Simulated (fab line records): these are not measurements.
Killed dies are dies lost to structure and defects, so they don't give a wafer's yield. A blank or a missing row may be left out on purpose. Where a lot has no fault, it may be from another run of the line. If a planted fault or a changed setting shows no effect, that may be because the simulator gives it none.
One fault through the eyes of 2 desks || flow nand-harc || each desk holds nothing but its own numbers, with what lay behind them at the end

TOOL OWNER'S DESK, pecvd-onon-03
The tool's own readings at NHARC_A_ONON_D1_DEP_06 (target thk 1000 nm): means of the sampled wafers that have a number, for each lot that ran on this tool. A lot is out of limits, marked OUT, if its mean lies more than 4 standard deviations from the usual mean; the brackets give that distance.
Columns: A = n2o-flow-sccm at NHARC_A_ONON_D1_DEP_06, usual 2001 sccm
{"lot": "L225", "first seen here": "day 7 22:15", "A": 1998}
{"lot": "L231", "first seen here": "day 9 17:10", "A": 1998}
{"lot": "L235", "first seen here": "day 10 17:35", "A": 2002}
This desk found nothing out of limits on any of the 3 lots.

THE METROLOGY DESK
What the gauges read, lot by lot, whatever tool the lot ran on: means of the sampled wafers that have a number. A lot is out of limits, marked OUT, if its mean lies more than 4 standard deviations from the usual mean; the brackets give that distance.
Columns: A = thk-nm at NHARC_A_SOURCE_PLATE_THK_MEAS_09, usual 9.8 nm; B = thk-nm at NHARC_A_ONON_D1_THK_MEAS_08, usual 1000 nm
{"lot": "L224", "first seen here": "day 6 14:25", "A": 10.3, "B": 1008}
{"lot": "L225", "first seen here": "day 7 07:40", "A": 9.0, "B": 999}
{"lot": "L230", "first seen here": "day 8 17:48", "A": 9.8, "B": 994}
{"lot": "L231", "first seen here": "day 9 00:24", "A": 9.0, "B": "1375 (+46) OUT"}
{"lot": "L235", "first seen here": "day 10 02:05", "A": 9.7, "B": "1361 (+44) OUT"}
{"lot": "L237", "first seen here": "day 10 02:05", "A": 10.3, "B": 998}
{"lot": "L238", "first seen here": "day 10 05:52", "A": 10.1, "B": 1006}
{"lot": "L236", "first seen here": "day 10 12:44", "A": 10.2, "B": 1011}
{"lot": "L239", "first seen here": "day 11 00:17", "A": 9.3, "B": 1012}
{"lot": "L241", "first seen here": "day 11 07:35", "A": 10.3, "B": 998}
{"lot": "L245", "first seen here": "day 11 21:44", "A": 9.3, "B": 1009}
{"lot": "L246", "first seen here": "day 12 07:12", "A": 9.6, "B": 991}
Finding of this desk: L231, L235 out of limits; the first was L231 at day 9 17:40, on thk-nm at NHARC_A_ONON_D1_THK_MEAS_08. L224, L225, L230, L237, L238, L236, L239, L241, L245, L246 stayed within limits.

TAKEN TOGETHER
Metrology desk: alarm possible at day 9 17:40 on L231, L235.
The tool owner's desk saw nothing out of limits.
On record at the tool owner's desk: L231, L235, within its limits.
On pecvd-onon-03, each named lot ran NHARC_A_ONON_D1_DEP_06.

WHAT WAS PUT IN BY THE SIMULATOR
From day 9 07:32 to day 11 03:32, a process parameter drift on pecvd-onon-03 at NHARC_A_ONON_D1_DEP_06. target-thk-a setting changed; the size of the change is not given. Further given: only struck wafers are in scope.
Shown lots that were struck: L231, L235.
Hours from the fault's start to each desk's first reading out of limits: the metrology desk, 10.
